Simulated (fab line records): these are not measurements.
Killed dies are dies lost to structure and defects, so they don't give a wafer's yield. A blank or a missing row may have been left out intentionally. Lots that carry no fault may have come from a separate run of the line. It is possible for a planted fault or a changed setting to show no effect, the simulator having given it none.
Split-lot experiment -- flow n5-finfet -- 21 wafers read across 7 lots, on a route 1938 steps long

ABOUT THE SPLIT
At N5_DUMMY_GATE_COAT_28 (time 60 s, resist thk 10 nm), the setting spin-rpm was moved away from the recipe's 1500 rpm on 3 of the 21 wafers read, by -7.1% to -5.2%. For the rest of the wafers, this setting stayed at what the recipe calls for.

The reading is taken at the split's own step.

THE READING
underlayer_of_DUMMY_GATE_COAT_28.thk-nm (the simulator's own value, which no gauge read), in nm, at N5_DUMMY_GATE_COAT_28 (time 60 s, resist thk 10 nm). The file gives no usual value for it.

wafer,"tool, chamber at the split","spin-rpm as run, rpm",against the recipe,"underlayer_of_DUMMY_GATE_COAT_28.thk-nm, nm",against lot-mates on the recipe
L081.1,"litho-track-01, 0",1500,recipe,10,-
L081.2,"litho-track-01, 0",1422,-5.2%,10.2,+0.2
L081.3,"litho-track-01, 0",1422,-5.2%,10.4,+0.4
L082.2,"litho-track-02, 0",1500,recipe,10,-
L082.4,"litho-track-02, 0",1500,recipe,10,-
L082.6,"litho-track-02, 0",1500,recipe,10,-
L083.3,"litho-track-03, 0",1500,recipe,10,-
L083.4,"litho-track-03, 0",1500,recipe,10,-
L083.6,"litho-track-03, 0",1500,recipe,10,-
L086.1,"litho-track-01, 0",1500,recipe,10,-
L086.3,"litho-track-01, 0",1500,recipe,10,-
L086.2,"litho-track-01, 0",1393,-7.1%,10.4,+0.4
L087.1,"litho-track-03, 0",1500,recipe,10,-
L087.2,"litho-track-03, 0",1500,recipe,10,-
L087.3,"litho-track-03, 0",1500,recipe,10,-
L088.1,"litho-track-02, 0",1500,recipe,10,-
L088.4,"litho-track-02, 0",1500,recipe,10,-
L088.6,"litho-track-02, 0",1500,recipe,10,-
L090.2,"litho-track-02, 0",1500,recipe,10,-
L090.4,"litho-track-02, 0",1500,recipe,10,-
L090.6,"litho-track-02, 0",1500,recipe,10,-

THE FIT
A straight line over all 21 wafers: underlayer_of_DUMMY_GATE_COAT_28.thk-nm changes by -0.0569 nm for each +1% of spin-rpm; r = -0.97; the points scatter about the line by 0.032 nm.
The same after taking each lot's own level away (the mean of its wafers on the recipe; 21 wafers): -0.0569 nm for each +1%; r = -0.97; scatter 0.032 nm.
That fit puts the effect of the largest move of spin-rpm on the reading at 0.41 nm.
The lots' own levels span 10.00 to 10.00 nm.
So the lot-to-lot level changes the slope little: the two slopes agree.
Check: with one of the wafers moved furthest among these (-7.1%) left out of the fit, the line predicts +0.412 nm for it against its lot-mates. It came out at +0.4 nm against them.

OTHER SPLITS ON THESE WAFERS
Before the reading, these wafers also passed through other splits. Each is held against what the fit with the lots' levels taken away leaves over:
other split on the same wafers,wafers away from the commonest value,r with underlayer_of_DUMMY_GATE_COAT_28.thk-nm (lot level and that fit taken away)
N5_PMOS_HMC_CHANNEL_EPI_PEB_07 peb-temp-c,7,-0.52
N5_PMOS_HMC_CHANNEL_EPI_DEVELOP_08 develop-time-s,6,+0.00
N5_FIN_SAQP_SPACER1_ALD_24 ald-cycles,6,-0.16
N5_FIN_SAQP_COAT_68 spin-rpm,4,+0.00
N5_DUMMY_GATE_COAT_34 spin-rpm,7,-0.35

THE FILE'S OWN FIT
underlayer_of_DUMMY_GATE_COAT_28.thk-nm changes by -0.0566 nm for each +1% of spin-rpm, r = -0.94.
